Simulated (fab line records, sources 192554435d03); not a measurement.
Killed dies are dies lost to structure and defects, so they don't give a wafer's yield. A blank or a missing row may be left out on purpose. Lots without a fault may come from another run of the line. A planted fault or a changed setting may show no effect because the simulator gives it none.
Chamber matching | flow n5_finfet | N5_MOL_CONTACT_COAG_CMP_23 on cmp-01: 4 sister chambers
The step polishes, stops on SiO2, t overpolish 1.5 s, target thk 0 nm. 22 wafers are shown with their chamber, then 11 later ones without.

WAFERS WITH THEIR CHAMBER
wafer  | chamber | time_to_endpoint_s (s) | motor_current_A (A) | overpolish_run_s (s)
L074.1 | 2       | 9.8                    | 8.2                 | 1.508
L074.4 | 1       | 10.8                   | 7.9                 | 1.497
L074.6 | 3       | 14.1                   | 8.4                 | 1.493
L078.2 | 3       | 16.2                   | 7.7                 | 1.511
L078.3 | 1       | 9.3                    | 8.3                 | 1.494
L078.6 | 0       | 13.1                   | 8.6                 | 1.507
L077.4 | 0       | 15.8                   | 8.7                 | 1.491
L077.5 | 0       | 17.6                   | 8.5                 | 1.488
L077.6 | 1       | 13.7                   | 7.9                 | 1.480
L080.2 | 3       | 12.1                   | 8.0                 | 1.506
L080.4 | 1       | 9.7                    | 8.4                 | 1.502
L080.5 | 1       | 12.6                   | 8.5                 | 1.499
L081.1 | 3       | 14.4                   | 8.5                 | 1.503
L081.2 | 2       | 11.6                   | 8.4                 | 1.513
L081.6 | 1       | 13.1                   | 8.4                 | 1.516
L085.1 | 2       | 9.3                    | 8.2                 | 1.513
L085.4 | 1       | 11.2                   | 8.0                 | 1.505
L085.6 | 1       | 9.9                    | 7.9                 | 1.502
L087.1 | 1       | 11.0                   | 7.8                 | 1.497
L087.2 | 2       | 10.8                   | 8.2                 | 1.491
L087.5 | 2       | 10.1                   | 8.2                 | 1.499
L088.2 | 3       | 11.1                   | 8.0                 | 1.511

SIGNATURES (means of the wafers above)
reading            | chamber 0 | chamber 1 | chamber 2 | chamber 3 | scatter within a chamber
time_to_endpoint_s | 15.500    | 11.256    | 10.320    | 13.580    | 1.65
motor_current_A    | 8.600     | 8.122     | 8.240     | 8.120     | 0.244
overpolish_run_s   | 1.49533   | 1.49911   | 1.50480   | 1.50480   | 0.00924
Rule: a wafer's distance from a chamber is the root of the sum, over the readings, of the square of ((its reading less the chamber's mean) divided by the reading's scatter). The wafer belongs to the nearest chamber; if the next one is less than 2 further off, it can't be placed. The scatter: the root of (the sum of the squares of (reading less its chamber's mean) over the shown wafers, divided by (wafers less chambers)).

WAFERS WITHOUT THEIR CHAMBER
wafer  | time_to_endpoint_s (s) | motor_current_A (A) | overpolish_run_s (s)
L088.3 | 8.9                    | 8.2                 | 1.488
L088.6 | 12.0                   | 8.2                 | 1.505
L089.2 | 8.7                    | 8.1                 | 1.507
L089.3 | 8.9                    | 8.3                 | 1.500
L089.5 | 7.0                    | 8.5                 | 1.510
L092.1 | 10.0                   | 8.3                 | 1.493
L092.2 | 12.7                   | 7.8                 | 1.511
L092.4 | 10.5                   | 8.2                 | 1.486
L094.1 | 3.7                    | 8.3                 | 1.504
L094.3 | 7.2                    | 8.6                 | 1.498
L094.4 | 8.3                    | 8.0                 | 1.506

WHICH CHAMBER EACH WENT THROUGH
wafer  | from the rows above          | in truth
L088.3 | can't be placed: 1 or 2 or 3 | 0
L088.6 | can't be placed: 1 or 3 or 2 | 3
L089.2 | can't be placed: 2 or 1 or 3 | 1
L089.3 | can't be placed: 2 or 1 or 3 | 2
L089.5 | can't be placed: 2 or 1 or 3 | 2
L092.1 | can't be placed: 1 or 2 or 3 | 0
L092.2 | can't be placed: 3 or 1 or 2 | 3
L092.4 | can't be placed: 1 or 2 or 3 | 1
L094.1 | can't be placed: 2 or 1      | 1
L094.3 | can't be placed: 2 or 1 or 3 | 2
L094.4 | can't be placed: 2 or 1 or 3 | 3
Placed correctly: 0 of 11. Can't be placed from these rows: 11 (the true chamber is among the candidates in 9). Placed wrongly: 0.
